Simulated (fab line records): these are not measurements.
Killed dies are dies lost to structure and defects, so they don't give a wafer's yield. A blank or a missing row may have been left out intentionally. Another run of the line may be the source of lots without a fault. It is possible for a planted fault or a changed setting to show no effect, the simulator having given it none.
Chamber matching + flow n5_finfet + 4 sister chambers for N5_SPACER0_ALD_00 on ald_sin-04
The step deposits SiOCN, target thk 3.5 nm, pulse time 3 s, purge time 2 s. 8 wafers are shown with their chamber, then 10 later ones without.

## WAFERS WITH THEIR CHAMBER
| wafer  | chamber | heater_power_w (W) | precursor_pulse_height_rel |
|--------|---------|--------------------|----------------------------|
| L078.5 | 1       | 882                | 1.006                      |
| L081.5 | 1       | 861                | 0.978                      |
| L084.5 | 2       | 751                | 1.001                      |
| L084.6 | 0       | 744                | 0.999                      |
| L088.3 | 0       | 734                | 1.016                      |
| L088.4 | 3       | 922                | 1.014                      |
| L092.3 | 3       | 939                | 0.974                      |
| L092.4 | 2       | 759                | 0.994                      |

## WAFERS MISSING THEIR CHAMBER
| wafer  | heater_power_w (W) | precursor_pulse_height_rel |
|--------|--------------------|----------------------------|
| L092.6 | 923                | 1.002                      |
| L095.1 | 873                | 1.032                      |
| L095.3 | 939                | 1.021                      |
| L095.5 | 760                | 0.999                      |
| L097.1 | 858                | 0.997                      |
| L097.2 | 953                | 1.006                      |
| L097.3 | 754                | 1.012                      |
| L097.4 | 759                | 0.987                      |
| L097.5 | 932                | 1.024                      |
| L097.6 | 892                | 0.974                      |

## WHICH CHAMBER EACH ONE RAN IN
| wafer  | from the rows above     | in truth |
|--------|-------------------------|----------|
| L092.6 | 3                       | 3        |
| L095.1 | 1                       | 1        |
| L095.3 | 3                       | 3        |
| L095.5 | can't be placed: 2 or 0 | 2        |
| L097.1 | 1                       | 1        |
| L097.2 | 3                       | 3        |
| L097.3 | can't be placed: 2 or 0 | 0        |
| L097.4 | can't be placed: 2 or 0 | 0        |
| L097.5 | 3                       | 3        |
| L097.6 | can't be placed: 1 or 3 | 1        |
Placed correctly: 6 of 10. Not placeable from these rows: 4 (in 4, the candidates include the true chamber). Number placed wrongly: 0.
How it was worked out, from the rows above alone: a wafer's distance from a chamber is the root of the sum, over the readings, of the square of ((its reading less the chamber's mean) divided by the reading's scatter). If the next closest chamber is less than 2 further off than the closest, the wafer can't be placed; otherwise it belongs to the closest. Each chamber's mean is taken over the wafers shown for it. How the scatter is found: for the shown wafers, subtract from each reading the mean of its chamber, square and add these, divide the total by (wafers less chambers), then take the root.
